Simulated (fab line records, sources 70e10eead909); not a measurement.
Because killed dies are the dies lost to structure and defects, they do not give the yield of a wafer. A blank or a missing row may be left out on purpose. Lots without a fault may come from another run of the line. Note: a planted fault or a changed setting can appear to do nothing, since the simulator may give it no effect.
Problem report, 8D (eight disciplines) form, completed by code	flow nandHarc	the parts of the form that need people (team, actions taken, sign-off) are left out

## 1. WHAT IS WRONG
At NHARC_P_ZERO_WELL_SOFTBAKE_06, heaterPowerTotalW averages 224.4 W over 2 wafers from 2 lots, while fault-free wafers read 201.0 W, standard deviation 1.3. Measured from the usual mean, that is +18 standard deviations.
The step: time 70 s.
First seen on wafer L976.6, day 4 18:00, on lithoTrack-05. Wafers with a number at this step in the record: 37, from 13 lots. The rule behind "out" and "out of limits": a value lying over 4 standard deviations away from the usual mean. The rest of the wafers with a number are treated as sound.

## 2. WHAT IT IS, AND WHAT IT ISN'T
question	is	is not
which readings at this step	heaterPowerTotalW	-
which lots	L976, L978	L970, L971, L973, L975, L984, L987, L988, L989, L990, L991, L992
which wafers of those lots	L976.6, L978.6	L976.4, L978.2
read on which tools	lithoTrack-05	lithoTrack-03, lithoTrack-07
when	from day 4 18:00	up to then (13 sound wafers); but 22 sound wafers of L978, L984, L987, L988, L989, L990, L991, L992 came after

## 3. WHAT RULES OUT EACH SUSPECT
Counting: any tool at a process step up to the reading remains a suspect provided it ran every lot that is out. Sound lots after the first of them don't rule it out here, since some wafers of a struck lot are sound.
- lithoTrack-05 at NHARC_P_ZERO_WELL_SOFTBAKE_06 (time 70 s): kept. Every lot that is out went through it, the first being L976 (day 4 18:00); the last sound lot it ran before that was L975 (day 4 08:00). Its own heaterPowerTotalW readings are out on those wafers.
After counting, what remains is lithoTrack-05 at NHARC_P_ZERO_WELL_SOFTBAKE_06.

## 4. THE CAUSE (what the simulator had put in)
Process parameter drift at NHARC_P_ZERO_WELL_SOFTBAKE_06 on lithoTrack-05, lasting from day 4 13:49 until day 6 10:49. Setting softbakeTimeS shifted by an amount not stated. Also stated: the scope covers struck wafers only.
Counting left only this tool.

## 5. SEQUENCE OF EFFECTS, ordered by route
Each row: a reading where the mean over the struck wafers with a number is more than 3 standard deviations away from the usual. Scope: only readings with a usual standard deviation given in the record; hours: median across lots of the time from each lot's start at the first step in this table that gives one to its start at this step; sigmas: change in usual standard deviations.
hours	step	reading	usual	on struck wafers	change	sigmas
0	NHARC_P_ZERO_WELL_SOFTBAKE_06	heaterPowerTotalW	201.0 W	224.4	+23.4	+18
Here are the process steps it includes:
- NHARC_P_ZERO_WELL_SOFTBAKE_06: time 70 s.
Readings that are blank on the struck wafers while sound wafers have them: plateTempC at NHARC_P_ZERO_WELL_SOFTBAKE_06.
Later measuring or inspecting steps at which every struck wafer that the step has a row for has a number for every such reading, and none has moved that far: NHARC_P_STI_OVL_MEAS_10.

## 6. WHAT WOULD HAVE CAUGHT IT SOONER
In this record the first reading out of limits was taken at day 4 18:00, 4 hours after the fault began at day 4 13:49.
